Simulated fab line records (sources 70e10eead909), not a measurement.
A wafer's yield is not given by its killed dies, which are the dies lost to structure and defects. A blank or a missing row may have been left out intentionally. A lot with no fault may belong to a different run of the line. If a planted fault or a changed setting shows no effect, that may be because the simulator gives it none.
fab line records :: flow nand-harc :: part 2 of 2: steps 32 to 45 of 45
[record]
  lots = 5
  wafers = 15
  last-day = 31
route steps=1302 shown P_GATE@184 P_CONTACT@217
lots untouched by any fault: they come from a run of this same line in which no faults occurred
start-h: hours from the record's first day to the start of the lot's first wafer shown :: wait-h: hours elapsed since this lot's preceding step :: " unchanged from the row above :: L1.1+2: a single row standing in for several wafers :: - either no value or no given start :: * or withheld: withheld :: < > ~ a bound
route shown NAME@n: a module of which the file shows steps, and the number in the route of the first :: usual: average and standard deviation across the fault-free wafers :: same: alike in all rows :: chamber/n: place in a boat :: sites: the reading at each site :: _std_site: how widely they spread, as a standard deviation :: _edge_site: mean of outer sites minus mean of inner sites :: radius-mm: for every site, how far away it sits from the centre of the wafer :: mask NAME#n: copy n :: behind: the most recent tool/chamber to have shaped the wafer :: hold: reason for holding the lot/hours on hold/outcome of the hold :: device: names the non-switching transistor (n, p or np) :: end of line: the same wafers' tests at the end of the route :: a step given without rows: its recipe and nothing more :: killed: dies lost to structure and defects at the first sort, not the wafer's yield :: map: a wafer's dies, marking killed ones x, the rest . and places with no die _
set.NAME: the run value of the setting; set.NAME@STEP: its run value at that earlier step :: model.NAME: the simulator's own value behind a step, which no gauge read
lots at some steps of the route; a table a step, a row a wafer
services: when a tool's chamber went out of use (start-h, in hours from the record's first day, below 0 if earlier), for how many hours, and the reason
[[steps]]
[step NHARC_P_GATE_RTA_82]
[recipe]
  temp-c = 450
  time-s = 30
[usual]
  lamp-power-pct = 4.00/0.16
  lamp_zone_1_pct = 4.00/0.16
  lamp_zone_4_pct = 4.00/0.16
  wafer_temp_C_max = 452.2/0.68
lot.wafer: L078.1
tool: rtp-anneal-02
chamber: 0
start-h: 154.52
wait-h: -
lamp-power-pct: 3.86
lamp_zone_1_pct: 3.87
lamp_zone_4_pct: 3.87
wafer_temp_C_max: 452.3

lot.wafer: L078.3
tool: rtp-anneal-02
chamber: 0
start-h: 154.52
wait-h: -
lamp-power-pct: 3.87
lamp_zone_1_pct: 3.86
lamp_zone_4_pct: 3.87
wafer_temp_C_max: 451.9

lot.wafer: L078.6
tool: rtp-anneal-02
chamber: 0
start-h: 154.52
wait-h: -
lamp-power-pct: 3.86
lamp_zone_1_pct: 3.87
lamp_zone_4_pct: 3.86
wafer_temp_C_max: 452.6

lot.wafer: L081.1
tool: rtp-anneal-02
chamber: 0
start-h: 188.75
wait-h: -
lamp-power-pct: 3.86
lamp_zone_1_pct: 3.86
lamp_zone_4_pct: 3.86
wafer_temp_C_max: 453.2

lot.wafer: L081.2
tool: rtp-anneal-02
chamber: 0
start-h: 188.75
wait-h: -
lamp-power-pct: 3.87
lamp_zone_1_pct: 3.87
lamp_zone_4_pct: 3.87
wafer_temp_C_max: 453.4

lot.wafer: L081.3
tool: rtp-anneal-02
chamber: 0
start-h: 188.75
wait-h: -
lamp-power-pct: 3.87
lamp_zone_1_pct: 3.87
lamp_zone_4_pct: 3.87
wafer_temp_C_max: 452.8

lot.wafer: L084.3
tool: rtp-anneal-01
chamber: 0
start-h: 216.61
wait-h: -
lamp-power-pct: 4.19
lamp_zone_1_pct: 4.20
lamp_zone_4_pct: 4.20
wafer_temp_C_max: 451.8

lot.wafer: L084.4
tool: rtp-anneal-01
chamber: 0
start-h: 216.61
wait-h: -
lamp-power-pct: 4.19
lamp_zone_1_pct: 4.20
lamp_zone_4_pct: 4.19
wafer_temp_C_max: 451.9

lot.wafer: L084.5
tool: rtp-anneal-01
chamber: 0
start-h: 216.61
wait-h: -
lamp-power-pct: 4.19
lamp_zone_1_pct: 4.20
lamp_zone_4_pct: 4.20
wafer_temp_C_max: 451.4

lot.wafer: L086.2
tool: rtp-anneal-02
chamber: 0
start-h: 235.09
wait-h: -
lamp-power-pct: 3.87
lamp_zone_1_pct: 3.86
lamp_zone_4_pct: 3.87
wafer_temp_C_max: 452.8

lot.wafer: L086.5
tool: rtp-anneal-02
chamber: 0
start-h: 235.09
wait-h: -
lamp-power-pct: 3.86
lamp_zone_1_pct: 3.87
lamp_zone_4_pct: 3.87
wafer_temp_C_max: 452.3

lot.wafer: L086.6
tool: rtp-anneal-02
chamber: 0
start-h: 235.09
wait-h: -
lamp-power-pct: 3.87
lamp_zone_1_pct: 3.86
lamp_zone_4_pct: 3.87
wafer_temp_C_max: 452.4

lot.wafer: L092.1
tool: rtp-anneal-01
chamber: 0
start-h: 295.47
wait-h: -
lamp-power-pct: 4.19
lamp_zone_1_pct: 4.19
lamp_zone_4_pct: 4.19
wafer_temp_C_max: 451.6

lot.wafer: L092.4
tool: rtp-anneal-01
chamber: 0
start-h: 295.47
wait-h: -
lamp-power-pct: 4.19
lamp_zone_1_pct: 4.19
lamp_zone_4_pct: 4.19
wafer_temp_C_max: 451.8

lot.wafer: L092.6
tool: rtp-anneal-01
chamber: 0
start-h: 295.47
wait-h: -
lamp-power-pct: 4.20
lamp_zone_1_pct: 4.19
lamp_zone_4_pct: 4.20
wafer_temp_C_max: 452.1
[step NHARC_P_GATE_INSPECT_68]
[usual]
  raw-defect-count = 220/97
lot.wafer: L078.1
tool: defect-inspect-01
chamber: -
start-h: 154.72
wait-h: 0.2
raw-defect-count: 156

lot.wafer: L078.3
tool: defect-inspect-01
chamber: -
start-h: 154.72
wait-h: 0.2
raw-defect-count: 128

lot.wafer: L078.6
tool: defect-inspect-01
chamber: -
start-h: 154.72
wait-h: 0.2
raw-defect-count: 232

lot.wafer: L081.1
tool: defect-inspect-02
chamber: -
start-h: 188.94
wait-h: 0.2
raw-defect-count: 416

lot.wafer: L081.2
tool: defect-inspect-02
chamber: -
start-h: 188.94
wait-h: 0.2
raw-defect-count: 438

lot.wafer: L081.3
tool: defect-inspect-02
chamber: -
start-h: 188.94
wait-h: 0.2
raw-defect-count: 261

lot.wafer: L084.3
tool: defect-inspect-01
chamber: -
start-h: 216.75
wait-h: 0.1
raw-defect-count: 226

lot.wafer: L084.4
tool: defect-inspect-01
chamber: -
start-h: 216.75
wait-h: 0.1
raw-defect-count: 400

lot.wafer: L084.5
tool: defect-inspect-01
chamber: -
start-h: 216.75
wait-h: 0.1
raw-defect-count: 146

lot.wafer: L086.2
tool: defect-inspect-02
chamber: -
start-h: 235.26
wait-h: 0.1
raw-defect-count: 268

lot.wafer: L086.5
tool: defect-inspect-02
chamber: -
start-h: 235.26
wait-h: 0.1
raw-defect-count: 169

lot.wafer: L086.6
tool: defect-inspect-02
chamber: -
start-h: 235.26
wait-h: 0.1
raw-defect-count: 350

lot.wafer: L092.1
tool: defect-inspect-01
chamber: -
start-h: 295.66
wait-h: 0.2
raw-defect-count: 281

lot.wafer: L092.4
tool: defect-inspect-01
chamber: -
start-h: 295.66
wait-h: 0.2
raw-defect-count: 157

lot.wafer: L092.6
tool: defect-inspect-01
chamber: -
start-h: 295.66
wait-h: 0.2
raw-defect-count: 216
[step NHARC_P_CONTACT_DEP_30]
[recipe]
  target-thk-a = 300
  temp-c = 400
  target-thk-nm = 30
  flow-sccm = 200
  rf-w = 450
  material = SiNx
[usual]
  heater-power-outer-w = 399/53
  heater-power-w = 683/81
lot.wafer: L078.1
tool: pecvd-01
chamber: 1
start-h: 154.83
wait-h: 0.1
heater-power-outer-w: 391
heater-power-w: 679

lot.wafer: L078.3
tool: pecvd-01
chamber: 2
start-h: 154.83
wait-h: 0.1
heater-power-outer-w: 319
heater-power-w: 600

lot.wafer: L078.6
tool: pecvd-01
chamber: 1
start-h: 154.83
wait-h: 0.1
heater-power-outer-w: 403
heater-power-w: 708

lot.wafer: L081.2
tool: pecvd-01
chamber: 2
start-h: 189.01
wait-h: 0.1
heater-power-outer-w: 365
heater-power-w: 631

lot.wafer: L081.1
tool: pecvd-01
chamber: 0
start-h: 189.01
wait-h: 0.1
heater-power-outer-w: 442
heater-power-w: 730

lot.wafer: L081.3
tool: pecvd-01
chamber: 1
start-h: 189.01
wait-h: 0.1
heater-power-outer-w: 430
heater-power-w: 723

lot.wafer: L084.3
tool: pecvd-01
chamber: 2
start-h: 216.86
wait-h: 0.1
heater-power-outer-w: 364
heater-power-w: 627

lot.wafer: L084.5
tool: pecvd-01
chamber: 1
start-h: 216.86
wait-h: 0.1
heater-power-outer-w: 331
heater-power-w: 605

lot.wafer: L084.4
tool: pecvd-01
chamber: 0
start-h: 216.86
wait-h: 0.1
heater-power-outer-w: 441
heater-power-w: 756

lot.wafer: L086.2
tool: pecvd-01
chamber: 1
start-h: 235.37
wait-h: 0.1
heater-power-outer-w: 425
heater-power-w: 731

lot.wafer: L086.5
tool: pecvd-01
chamber: 0
start-h: 235.37
wait-h: 0.1
heater-power-outer-w: 438
heater-power-w: 781

lot.wafer: L086.6
tool: pecvd-01
chamber: 2
start-h: 235.37
wait-h: 0.1
heater-power-outer-w: 340
heater-power-w: 616

lot.wafer: L092.1
tool: pecvd-01
chamber: 1
start-h: 295.79
wait-h: 0.1
heater-power-outer-w: 361
heater-power-w: 635

lot.wafer: L092.4
tool: pecvd-01
chamber: 2
start-h: 295.79
wait-h: 0.1
heater-power-outer-w: 341
heater-power-w: 616

lot.wafer: L092.6
tool: pecvd-01
chamber: 2
start-h: 295.79
wait-h: 0.1
heater-power-outer-w: 337
heater-power-w: 617
[step NHARC_P_CONTACT_DEP_00]
[recipe]
  target-thk-a = 5000
  temp-c = 400
  pressure-torr = 6.5
  rf-w = 900
  teos-flow-sccm = 161.4
  flow-sccm = 2650
  target-thk-nm = 500
  gas = O2
  material = SiO2
[usual]
  heater-power-outer-w = 279/58
  heater-power-w = 520/85
  mfc-precursor-sccm = 161.3/0.5
  throttle-valve-pct = 15.9/0.54
lot.wafer: L078.1
tool: pecvd-01
chamber: 1
start-h: -
wait-h: -
heater-power-outer-w: 315
heater-power-w: 579
mfc-precursor-sccm: 160.0
throttle-valve-pct: 16.3

lot.wafer: L078.3
tool: pecvd-01
chamber: 2
start-h: -
wait-h: -
heater-power-outer-w: 248
heater-power-w: 489
mfc-precursor-sccm: 161.1
throttle-valve-pct: 15.9

lot.wafer: L078.6
tool: pecvd-01
chamber: 1
start-h: -
wait-h: -
heater-power-outer-w: 316
heater-power-w: 589
mfc-precursor-sccm: 161.1
throttle-valve-pct: 16.2

lot.wafer: L081.2
tool: pecvd-01
chamber: 2
start-h: -
wait-h: -
heater-power-outer-w: 229
heater-power-w: 443
mfc-precursor-sccm: 162.0
throttle-valve-pct: 15.8

lot.wafer: L081.1
tool: pecvd-01
chamber: 0
start-h: -
wait-h: -
heater-power-outer-w: 327
heater-power-w: 594
mfc-precursor-sccm: 160.8
throttle-valve-pct: 15.1

lot.wafer: L081.3
tool: pecvd-01
chamber: 1
start-h: -
wait-h: -
heater-power-outer-w: 224
heater-power-w: 474
mfc-precursor-sccm: 160.8
throttle-valve-pct: 16.3

lot.wafer: L084.3
tool: pecvd-01
chamber: 2
start-h: -
wait-h: -
heater-power-outer-w: 229
heater-power-w: 480
mfc-precursor-sccm: 161.4
throttle-valve-pct: 16.1

lot.wafer: L084.5
tool: pecvd-01
chamber: 1
start-h: -
wait-h: -
heater-power-outer-w: 312
heater-power-w: 571
mfc-precursor-sccm: 161.3
throttle-valve-pct: 16.8

lot.wafer: L084.4
tool: pecvd-01
chamber: 0
start-h: -
wait-h: -
heater-power-outer-w: 293
heater-power-w: 559
mfc-precursor-sccm: 160.8
throttle-valve-pct: 14.8

lot.wafer: L086.2
tool: pecvd-01
chamber: 1
start-h: -
wait-h: -
heater-power-outer-w: 315
heater-power-w: 574
mfc-precursor-sccm: 161.4
throttle-valve-pct: 16.6

lot.wafer: L086.5
tool: pecvd-01
chamber: 0
start-h: -
wait-h: -
heater-power-outer-w: 223
heater-power-w: 459
mfc-precursor-sccm: 161.0
throttle-valve-pct: 14.8

lot.wafer: L086.6
tool: pecvd-01
chamber: 2
start-h: -
wait-h: -
heater-power-outer-w: 239
heater-power-w: 492
mfc-precursor-sccm: 161.7
throttle-valve-pct: 16.2

lot.wafer: L092.1
tool: pecvd-01
chamber: 1
start-h: 296.14
wait-h: 0.3
heater-power-outer-w: 279
heater-power-w: 541
mfc-precursor-sccm: 161.2
throttle-valve-pct: 16.6

lot.wafer: L092.4
tool: pecvd-01
chamber: 2
start-h: 296.14
wait-h: 0.3
heater-power-outer-w: 150
heater-power-w: 355
mfc-precursor-sccm: 161.4
throttle-valve-pct: 16.3

lot.wafer: L092.6
tool: pecvd-01
chamber: 2
start-h: 296.14
wait-h: 0.3
heater-power-outer-w: 173
heater-power-w: 401
mfc-precursor-sccm: 161.3
throttle-valve-pct: 16.2
[step NHARC_P_CONTACT_CMP_01]
[recipe]
  target-thk-nm = 200
  material = SiO2
[usual]
  edge-zone-pressure-frac = 1.000/0.0047
  motor-current-A = 12.0/1.2
  slurry-filter-dp-kPa = 13.49/0.14
lot.wafer: L078.1
tool: cmp-04
chamber: 1
start-h: 155.49
wait-h: -
edge-zone-pressure-frac: 1.000
motor-current-A: 11.6
slurry-filter-dp-kPa: 13.68

lot.wafer: L078.3
tool: cmp-04
chamber: 0
start-h: 155.49
wait-h: -
edge-zone-pressure-frac: 1.005
motor-current-A: 10.8
slurry-filter-dp-kPa: 13.51

lot.wafer: L078.6
tool: cmp-04
chamber: 2
start-h: 155.49
wait-h: -
edge-zone-pressure-frac: 0.998
motor-current-A: 14.5
slurry-filter-dp-kPa: 13.64

lot.wafer: L081.3
tool: cmp-04
chamber: 1
start-h: 189.72
wait-h: -
edge-zone-pressure-frac: 0.998
motor-current-A: 11.0
slurry-filter-dp-kPa: 13.72

lot.wafer: L081.2
tool: cmp-04
chamber: 3
start-h: 189.72
wait-h: -
edge-zone-pressure-frac: 1.005
motor-current-A: 11.6
slurry-filter-dp-kPa: 13.49

lot.wafer: L081.1
tool: cmp-04
chamber: 0
start-h: 189.72
wait-h: -
edge-zone-pressure-frac: 1.011
motor-current-A: 11.2
slurry-filter-dp-kPa: 13.45

lot.wafer: L084.3
tool: cmp-01
chamber: 2
start-h: 217.53
wait-h: -
edge-zone-pressure-frac: 0.997
motor-current-A: 10.4
slurry-filter-dp-kPa: 13.33

lot.wafer: L084.4
tool: cmp-01
chamber: 0
start-h: 217.53
wait-h: -
edge-zone-pressure-frac: 0.992
motor-current-A: 13.3
slurry-filter-dp-kPa: 13.42

lot.wafer: L084.5
tool: cmp-01
chamber: 3
start-h: 217.53
wait-h: -
edge-zone-pressure-frac: 0.992
motor-current-A: 11.9
slurry-filter-dp-kPa: 13.45

lot.wafer: L086.2
tool: cmp-04
chamber: 3
start-h: 236.12
wait-h: -
edge-zone-pressure-frac: 0.997
motor-current-A: 11.8
slurry-filter-dp-kPa: 13.21

lot.wafer: L086.5
tool: cmp-04
chamber: 0
start-h: 236.12
wait-h: -
edge-zone-pressure-frac: 1.004
motor-current-A: 10.4
slurry-filter-dp-kPa: 13.49

lot.wafer: L086.6
tool: cmp-04
chamber: 1
start-h: 236.12
wait-h: -
edge-zone-pressure-frac: 0.999
motor-current-A: 11.5
slurry-filter-dp-kPa: 13.20

lot.wafer: L092.1
tool: cmp-01
chamber: 0
start-h: 296.68
wait-h: 0.5
edge-zone-pressure-frac: 0.998
motor-current-A: 13.0
slurry-filter-dp-kPa: 13.60

lot.wafer: L092.4
tool: cmp-01
chamber: 1
start-h: 296.68
wait-h: 0.5
edge-zone-pressure-frac: 0.999
motor-current-A: 11.5
slurry-filter-dp-kPa: 13.43

lot.wafer: L092.6
tool: cmp-01
chamber: 0
start-h: 296.68
wait-h: 0.5
edge-zone-pressure-frac: 1.005
motor-current-A: 13.3
slurry-filter-dp-kPa: 13.48
[step NHARC_P_CONTACT_SRD_03]
lot.wafer: L078.3+1+6
tool: wet-bench-07
chamber: 2,3,6
start-h: 155.79
wait-h: 0.0

lot.wafer: L081.2+3+1
tool: wet-bench-02
chamber: 4,5,0
start-h: 190.02
wait-h: 0.0

lot.wafer: L084.3+5+4
tool: wet-bench-07
chamber: 4,6,7
start-h: 217.83
wait-h: 0.0

lot.wafer: L086.6+5+2
tool: wet-bench-07
chamber: 2,3,5
start-h: 236.34
wait-h: 0.0

lot.wafer: L092.1+6+4
tool: wet-bench-06
chamber: 1,3,4
start-h: 297.00
wait-h: 0.1
[step NHARC_P_CONTACT_DEHYDRATE_04]
[recipe]
  temp-c = 150
  time-s = 120
lot.wafer: L078.1+3+6
tool: litho-track-04
chamber: 0
start-h: 155.87
wait-h: 0.1

lot.wafer: L081.1+2+3
tool: litho-track-06
chamber: 0
start-h: 190.10
wait-h: 0.1

lot.wafer: L084.3+4+5
tool: litho-track-04
chamber: 0
start-h: 217.91
wait-h: 0.1

lot.wafer: L086.2+5+6
tool: litho-track-04
chamber: 0
start-h: 236.42
wait-h: 0.1

lot.wafer: L092.1+4+6
tool: litho-track-06
chamber: 0
start-h: 297.09
wait-h: 0.1
[step NHARC_P_CONTACT_HMDS_05]
[recipe]
  time-s = 30
lot.wafer: L078.1+3+6
tool: litho-track-04
chamber: 0
start-h: -
wait-h: -

lot.wafer: L081.1+2+3
tool: litho-track-06
chamber: 0
start-h: -
wait-h: -

lot.wafer: L084.3+4+5
tool: litho-track-04
chamber: 0
start-h: -
wait-h: -

lot.wafer: L086.2+5+6
tool: litho-track-04
chamber: 0
start-h: -
wait-h: -

lot.wafer: L092.1+4+6
tool: litho-track-06
chamber: 0
start-h: -
wait-h: -
[step NHARC_P_CONTACT_COAT_33]
[recipe]
  temp-c = 260
  time-s = 75
lot.wafer: L078.1+3+6
tool: litho-track-04
chamber: 0
start-h: -
wait-h: -

lot.wafer: L081.1+2+3
tool: litho-track-06
chamber: 0
start-h: -
wait-h: -

lot.wafer: L084.3+4+5
tool: litho-track-04
chamber: 0
start-h: -
wait-h: -

lot.wafer: L086.2+5+6
tool: litho-track-04
chamber: 0
start-h: -
wait-h: -

lot.wafer: L092.1+4+6
tool: litho-track-06
chamber: 0
start-h: -
wait-h: -
[step NHARC_P_CONTACT_COAT_34]
[recipe]
  temp-c = 225
  time-s = 65
lot.wafer: L078.1+3+6
tool: litho-track-04
chamber: 0
start-h: -
wait-h: -

lot.wafer: L081.1+2+3
tool: litho-track-06
chamber: 0
start-h: -
wait-h: -

lot.wafer: L084.3+4+5
tool: litho-track-04
chamber: 0
start-h: -
wait-h: -

lot.wafer: L086.2+5+6
tool: litho-track-04
chamber: 0
start-h: -
wait-h: -

lot.wafer: L092.1+4+6
tool: litho-track-06
chamber: 0
start-h: -
wait-h: -
[step NHARC_P_CONTACT_COAT_06]
[recipe]
  spin-rpm = 1500
  resist-thk-nm = 90
lot.wafer: L078.1+3+6
tool: litho-track-04
chamber: 0
start-h: -
wait-h: -

lot.wafer: L081.1+2+3
tool: litho-track-06
chamber: 0
start-h: -
wait-h: -

lot.wafer: L084.3+4+5
tool: litho-track-04
chamber: 0
start-h: -
wait-h: -

lot.wafer: L086.2+5+6
tool: litho-track-04
chamber: 0
start-h: -
wait-h: -

lot.wafer: L092.1+4+6
tool: litho-track-06
chamber: 0
start-h: -
wait-h: -
[step NHARC_P_CONTACT_SOFTBAKE_07]
[recipe]
  temp-c = 105
  time-s = 55
lot.wafer: L078.1+3+6
tool: litho-track-04
chamber: 0
start-h: -
wait-h: -

lot.wafer: L081.1+2+3
tool: litho-track-06
chamber: 0
start-h: -
wait-h: -

lot.wafer: L084.3+4+5
tool: litho-track-04
chamber: 0
start-h: -
wait-h: -

lot.wafer: L086.2+5+6
tool: litho-track-04
chamber: 0
start-h: -
wait-h: -

lot.wafer: L092.1+4+6
tool: litho-track-06
chamber: 0
start-h: -
wait-h: -
[step NHARC_P_CONTACT_EBR_08]
lot.wafer: L078.1+3+6
tool: litho-track-04
chamber: 0
start-h: -
wait-h: -

lot.wafer: L081.1+2+3
tool: litho-track-06
chamber: 0
start-h: -
wait-h: -

lot.wafer: L084.3+4+5
tool: litho-track-04
chamber: 0
start-h: -
wait-h: -

lot.wafer: L086.2+5+6
tool: litho-track-04
chamber: 0
start-h: -
wait-h: -

lot.wafer: L092.1+4+6
tool: litho-track-06
chamber: 0
start-h: -
wait-h: -
[step NHARC_P_CONTACT_EXPOSE_09]
[recipe]
  na = 1.35
  target-cd-nm = 90
  dose-mj = 81.26
  mask-id = P_CA
[same]
  na = 1.35
lot.wafer: L078.1+3+6
tool: arfi-scanner-02
chamber: 0
start-h: 156.18
wait-h: -
mask: P_CA#0

lot.wafer: L081.1+2+3
tool: arfi-scanner-02
chamber: 0
start-h: 190.41
wait-h: -
mask: P_CA#0

lot.wafer: L084.3+4+5
tool: arfi-scanner-03
chamber: 0
start-h: 218.23
wait-h: -
mask: P_CA#0

lot.wafer: L086.2+5+6
tool: arfi-scanner-03
chamber: 0
start-h: 236.74
wait-h: -
mask: P_CA#0

lot.wafer: L092.1+4+6
tool: arfi-scanner-03
chamber: 0
start-h: 297.40
wait-h: -
mask: P_CA#0
[[services]]
tool: pecvd-01
chamber: -
start-h: 130.36
hours: 13.0
kind: pm

tool: cmp-04
chamber: -
start-h: 138.61
hours: 2.8
kind: repair

tool: krf-scanner-01
chamber: -
start-h: 140.00
hours: 4.0
kind: pm

tool: rie-diel-08
chamber: 3
start-h: 144.36
hours: 9.3
kind: repair

tool: implanter-02
chamber: -
start-h: 158.50
hours: 13.0
kind: pm

tool: plasma-asher-01
chamber: -
start-h: 165.20
hours: 9.0
kind: pm

tool: litho-track-06
chamber: -
start-h: 179.00
hours: 7.0
kind: pm

tool: litho-track-04
chamber: -
start-h: 203.00
hours: 7.0
kind: pm

tool: rie-diel-10
chamber: 1
start-h: 216.80
hours: 14.7
kind: repair

tool: pvd-sputter-01
chamber: -
start-h: 226.02
hours: 10.0
kind: pm

tool: litho-track-02
chamber: -
start-h: 227.00
hours: 7.0
kind: pm

tool: wet-bench-04
chamber: -
start-h: 227.20
hours: 8.0
kind: pm

tool: implanter-01
chamber: -
start-h: 231.96
hours: 0.5
kind: repair

tool: rie-diel-10
chamber: -
start-h: 242.50
hours: 9.0
kind: pm

tool: plasma-asher-02
chamber: -
start-h: 249.32
hours: 9.0
kind: pm

tool: litho-track-07
chamber: -
start-h: 251.00
hours: 7.0
kind: pm

tool: pvd-sputter-01
chamber: -
start-h: 256.83
hours: 0.7
kind: repair

tool: wet-bench-05
chamber: -
start-h: 260.80
hours: 8.0
kind: pm

tool: wet-bench-01
chamber: -
start-h: 277.60
hours: 8.0
kind: pm

tool: wet-bench-04
chamber: -
start-h: 278.10
hours: 5.1
kind: repair

tool: pvd-sputter-02
chamber: -
start-h: 282.01
hours: 10.0
kind: pm

tool: pvd-sputter-01
chamber: -
start-h: 284.48
hours: 3.6
kind: repair

tool: plasma-asher-02
chamber: -
start-h: 285.55
hours: 1.2
kind: repair

tool: pecvd-01
chamber: 0
start-h: 294.03
hours: 15.4
kind: repair
